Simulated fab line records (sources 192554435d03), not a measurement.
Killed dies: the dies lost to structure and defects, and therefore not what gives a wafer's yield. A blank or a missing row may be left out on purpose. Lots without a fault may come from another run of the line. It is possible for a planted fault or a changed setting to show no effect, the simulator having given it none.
What tool caused it?    flow n5 finfet    route of 1938 steps, sampled at 1 step: 11 lots, 33 wafers

WHAT THE GAUGES READ, wafer by wafer
N5_START_INSPECT_01: inspects for defects (unpatterned scan).
lot   measured     on                 raw defect count
L075  day 1 18:02  defect inspect-01  8 7 5
L077  day 2 06:02  defect inspect-01  7 7 7
L080  day 3 00:02  defect inspect-01  5 12 5
L082  day 3 12:02  defect inspect-02  6 8 4
L084  day 4 00:02  defect inspect-02  3 5 6
L086  day 4 12:02  defect inspect-01  7 9 2
L088  day 5 00:02  defect inspect-01  9 6 7
L090  day 5 12:02  defect inspect-01  7 6 1
L092  day 6 00:02  defect inspect-01  7 7 7
L094  day 6 12:02  defect inspect-02  10 8 6
L096  day 7 00:02  defect inspect-01  5 6 7

WHICH TOOL RAN EACH LOT (tool, then ch and the chambers of the sampled wafers, then the start)
No process step before these readings appears in the record.

THE ANSWER, worked out from the rows above alone
Rule: what is usual is taken from the lots themselves. Put in order of their means at a reading, lots are off if they are a third of the lots or fewer, leave a main group of 4 or more, and stand apart from it by a gap of 3 or more times the standard deviation of the main group's means; of several such gaps the widest counts. A main group whose means are all the same, to the digits that the tables above print for the reading, isn't used. Also off: a lot with no number at a reading for which 4 or more lots have one. Any other lot the step has rows for is counted as sound.
Nothing can be told from this: no lot is off at any reading shown.

WHAT HAD BEEN PUT IN BY THE SIMULATOR
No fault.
